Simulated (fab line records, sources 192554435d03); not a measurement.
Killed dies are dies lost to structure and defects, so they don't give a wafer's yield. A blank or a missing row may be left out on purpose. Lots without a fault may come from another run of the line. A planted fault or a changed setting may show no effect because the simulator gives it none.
fab line records | flow n5_finfet
record lots=4 wafers=12 last_day=15
route steps=1938 shown HKMG_FIN@394 BEOL_M4@1111
lots that met no fault: from a run of the same line without faults
start_h: hours from the record's first day to the start of the lot's first wafer shown | wait_h: hours since the lot's step before | " the same as in the row above | L1.1+2: a row that stands for several wafers | - no value, or no start given | * or withheld: withheld | < > ~ a bound
route shown NAME@n: a module of which the file shows steps, and the number in the route of the first | usual: mean/standard deviation of fault-free wafers | same: alike in all rows | chamber/n: place in a boat | sites: the reading at each site | _std_site: their standard deviation | _edge_site: outer sites' mean less inner sites' | radius_mm: how far each site lies from the wafer's centre | mask NAME#n: copy n | behind: the tool/chamber that last shaped the wafer | hold: why the lot was held/for how many hours/how that ended | device: the transistor (n, p or np) that didn't switch | end of line: the same wafers' tests at the end of the route | a step without rows: its recipe alone | killed: dies lost to structure and defects at the first sort, not the wafer's yield | map: a wafer's dies, x killed, . not, _ none there
set.NAME: the setting as run; set.NAME@STEP: as run at that earlier step | model.NAME: the simulator's own value behind a step, which no gauge read
lots at some steps of the route; a table a step, a row a wafer
services: from which hour (start_h, from the record's first day; less than 0 if before it) a tool's chamber was out of use, for how many hours, and why
## steps
# step N5_HKMG_FIN_SOFTBAKE_44
# recipe temp_c=110 time_s=60 resist=CAR-ArF
# step N5_HKMG_FIN_EXPOSE_46
# recipe mask_id=NDIPOLE na=1.35 source_shape=conventional sigma_outer=0.8 polarization=unpolarized dose_mj=40
# step N5_HKMG_FIN_PEB_47
# recipe peb_temp_c=withheld peb_time_s=60 resist=CAR-ArF
# step N5_HKMG_FIN_DEVELOP_48
# recipe develop_time_s=30 developer=TMAH resist=CAR-ArF rinse_liquid=diw dry=air_spin dev_temp_c=23
# step N5_HKMG_FIN_DESCUM_53
# recipe chemistry=O2 time_s=7.9 source_power_w=50 bias_power_w=20 pressure_mtorr=20 rf_frequency_hz=2.712e+07 temp_c=40 resist=CAR-ArF o2_flow_sccm=225
# step N5_HKMG_FIN_ETCH_54
# recipe chemistry=CF4 target=SiARC target_depth_a=455 mask_material=CAR-ArF time_s=75.8 ion_energy_ev=80 pressure_mtorr=40 source_w=545 bias_w=36 Ar_flow_sccm=100 cf4_flow_sccm=100 ends=cleared
# step N5_HKMG_FIN_ETCH_55
# recipe chemistry=N2/H2 target=SOC target_depth_a=2400 temp_c=40 time_s=300 ion_energy_ev=200 mask_material=SiARC pressure_mtorr=30 source_w=840 bias_w=150 n2_flow_sccm=200 h2_flow_sccm=200
# step N5_HKMG_FIN_STRIP_56
# recipe chemistry=N2/H2 temp_c=40 n2_flow_sccm=200 h2_flow_sccm=200 rf_frequency_hz=6e+07
# step N5_HKMG_FIN_STRIP_57
# recipe chemistry=CF4 resist=SiARC power_w=300 bias_power_w=75 pressure_mtorr=50 cf4_flow_sccm=150 rf_frequency_hz=6e+07
# step N5_HKMG_FIN_ETCH_58
# recipe chemistry=N2/H2 target=SOC target_depth_a=2158 ion_energy_ev=50 bias_w=13 time_s=741 pressure_mtorr=30 source_w=875 n2_flow_sccm=200 h2_flow_sccm=200
# usual chamber_pressure_mTorr=29.999/0.027 drypump_motor_current_A=5.5/0.51 oes_product_au=0.78/0.1 rf_fwd_power_W=874.1/2.4 rf_vpp_V=99.0/0.88 showerhead_plenum_p_Torr=2.53/0.074 throttle_valve_pct=17.86/0.22
# columns lot.wafer tool chamber start_h wait_h chamber_pressure_mTorr drypump_motor_current_A oes_product_au rf_fwd_power_W rf_hours_counter_h rf_vpp_V showerhead_plenum_p_Torr throttle_valve_pct model.etch.depth_nm model.SOC_of_HKMG_FIN_COAT_41.thk_nm model.HKMG_FIN.feature_depth_nm
L950.1 rie_diel-05 0 83.14 0.0 30.027 5.9 0.96 875.1 11 99.8 2.47 17.58 225 74.2 225
L950.2 " 3 " " 30.004 6.1 0.71 870.4 163 100.5 2.55 18.06 203 95.8 203
L950.6 " 2 " " 29.979 4.9 0.79 879.1 - 97.9 2.43 17.79 224.6 74.6 224.6
L960.1 rie_diel-05 3 152.05 0.0 29.963 6.1 0.61 666.2 190 108.3 2.54 18.10 158.4 140 158.4
L960.3 " 1 " " 29.997 5.1 0.76 663.3 24 110.2 2.59 17.57 167.7 131.8 167.6
L960.6 " 1 " " 29.996 5.1 0.76 663.1 - 107.5 2.59 17.57 167.3 132.4 167.2
L961.2 rie_diel-05 1 156.31 0.0 30.016 5.1 0.75 663.6 26 108.8 2.59 17.57 167.7 133.2 167.8
L961.3 " 0 " " 29.991 5.9 0.77 660.5 37 108.3 2.46 17.59 174.9 126.2 175
L961.4 " 3 " " 29.997 6.1 0.60 666.5 192 110.0 2.54 18.08 157.8 143 157.8
L965.1 rie_diel-06 3 175.64 0.0 30.047 4.8 0.68 878.5 207 100.4 2.62 17.98 208 90.2 208
L965.3 " 1 " " 29.987 5.9 0.66 872.6 230 99.2 2.48 17.97 200.9 97.6 201
L965.4 " 1 " " 30.029 5.9 0.66 872.9 - 98.4 2.48 17.97 199.8 98.8 199.8
# step N5_HKMG_FIN_STRIP_93
# recipe chemistry=N2/H2 material=SOC time_s=20 power_w=500 temp_c=40 pressure_mtorr=50 rf_frequency_hz=6e+07 bias_power_w=8 h2_frac=0.5 n2_flow_sccm=300 h2_flow_sccm=300
# usual bias_power_w=8.004/0.022 chamber_pressure_mTorr=49.99/0.043 drypump_motor_current_A=5.5/0.51 oes_product_au=0.78/0.1 rf_vpp_V=54.2/0.88 showerhead_plenum_p_Torr=3.34/0.093 throttle_valve_pct=19.1/0.38
# columns lot.wafer tool chamber start_h wait_h bias_power_w chamber_pressure_mTorr drypump_motor_current_A oes_product_au rf_hours_counter_h rf_vpp_V showerhead_plenum_p_Torr throttle_valve_pct model.SOC_of_HKMG_FIN_COAT_41.thk_nm
L950.1 rie_diel-05 0 83.57 0.2 8.033 50.00 5.9 0.95 11 54.3 3.27 18.5 63.8
L950.2 " 3 " " 7.992 49.97 6.1 0.71 164 53.5 3.36 19.5 86.2
L950.6 " 2 " " 8.035 49.94 4.8 0.78 - 52.8 3.21 19.2 64
L960.1 rie_diel-05 3 152.48 0.2 8.031 49.96 6.1 0.70 190 54.9 3.35 19.5 130.4
L960.3 " 1 " " 8.024 49.94 5.1 0.87 24 55.2 3.42 18.8 122
L960.6 " 1 " " 8.044 49.96 5.1 0.87 - 54.3 3.42 18.8 122.4
L961.2 rie_diel-05 1 156.73 0.2 8.005 50.07 5.1 0.86 26 54.7 3.42 18.8 123.4
L961.3 " 0 " " 8.034 50.09 5.9 0.90 37 55.1 3.26 18.5 115.6
L961.4 " 3 " " 8.021 49.93 6.1 0.70 192 54.9 3.35 19.5 133.4
L965.1 rie_diel-06 3 176.06 0.2 7.999 49.93 4.8 0.69 208 54.9 3.46 19.0 80
L965.3 " 1 " " 8.016 49.87 5.9 0.67 230 55.5 3.27 19.1 87.8
L965.4 " 1 " " 8.044 49.96 5.9 0.67 - 55.0 3.27 19.1 89.2
# step N5_HKMG_FIN_WET_ETCH_76
# recipe chemistry=dNH4OH mix=1:50 temp_c=25 target=Al2O3 stop_on=La2O3 target_depth_nm=2.25 dry=ipa_marangoni rinse_time_s=30 rinse_temp_c=23
# step N5_BEOL_M4_RC_MEAS_101
# usual DIBL_N=36.9/2.1 DIBL_P=37.1/2.5 IOFF_N=0.17/0.039 IOFF_P=0.23/0.043 ION_N=673/15 ION_P=462/9.1 SS_N=71.8/0.69 SS_P=73.6/0.74 VT_N=250/3.6 VT_P=-249.7/2.9
# columns lot.wafer tool chamber start_h wait_h DIBL_N[mV/V] DIBL_P[mV/V] IOFF_N[nA/um] IOFF_P[nA/um] ION_N[uA/um] ION_P[uA/um] SS_N[mV/dec] SS_P[mV/dec] VT_N[mV] VT_P[mV]
L950.1 prober-02 0 180.91 0.0 36.0 36.5 0.17 0.22 672 467 72.1 72.5 250 -250.1
L950.2 " 0 " " 34.6 35.6 0.14 0.20 663 459 71.0 72.8 253 -251.5
L950.6 " 0 " " 36.7 38.2 0.17 0.23 665 460 72.5 73.6 250 -249.4
L960.1 prober-02 0 242.29 0.0 34.7 36.9 0.15 0.22 672 462 71.4 73.3 252 -248.3
L960.3 " 0 " " 36.3 38.0 0.17 0.25 668 461 72.2 73.6 253 -250.1
L960.6 " 0 " " 32.3 33.3 0.12 0.17 649 450 72.0 71.9 255 -253.8
L961.2 prober-01 0 251.01 0.2 37.1 36.0 0.14 0.19 666 459 71.9 73.2 257 -253.7
L961.3 " 0 " " 38.0 38.7 0.16 0.25 665 465 72.0 74.2 252 -249.0
L961.4 " 0 " " 36.7 35.0 0.14 0.18 677 461 71.5 72.9 252 -251.7
L965.1 prober-01 0 267.24 0.0 38.3 39.8 0.20 0.27 673 466 71.8 73.5 248 -246.5
L965.3 " 0 " " 33.0 33.7 0.12 0.17 668 461 70.6 72.0 254 -255.0
L965.4 " 0 " " 34.1 33.8 0.13 0.17 647 449 70.8 72.3 252 -254.0
## services
# columns tool chamber start_h hours kind
rie_diel-05 1 69.95 - clean
rie_diel-05 1 69.95 - consumable_replace:focus_ring
rie_diel-06 0 100.78 9.1 repair
rie_diel-06 - 119.48 4.4 repair
rie_diel-06 0 124.63 1.7 repair
rie_diel-06 2 168.19 - clean
rie_diel-06 2 168.19 - consumable_replace:focus_ring
rie_diel-06 2 168.19 20.0 scheduled_down
rie_diel-06 2 168.19 20.0 vent_cycle
## key
first_sign step=N5_HKMG_FIN_ETCH_58 reading=rf_fwd_power_W direction=down sigmas=88 usual=* struck=*
effect step=N5_HKMG_FIN_ETCH_58 reading=rf_vpp_V direction=up sigmas=11 usual=99.0 struck=108.9
model_effect step=N5_HKMG_FIN_ETCH_58 value=etch.depth_nm without=209.1 struck=165.6
model_effect step=N5_HKMG_FIN_STRIP_93 value=SOC_of_HKMG_FIN_COAT_41.thk_nm without=81.03 struck=124.5
met_at N5_HKMG_FIN_ETCH_58
struck_wafers L960.1,L960.3,L960.6,L961.2,L961.3,L961.4
onset_between 83.14 152.05
fault kind=process_parameter_drift tool=rie_diel-05 chamber=- onset_h=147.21 steps=N5_HKMG_FIN_ETCH_58 channel=source_w offset=-210 shape=step end_h=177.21 acts_in=these_recipes_only stated=875
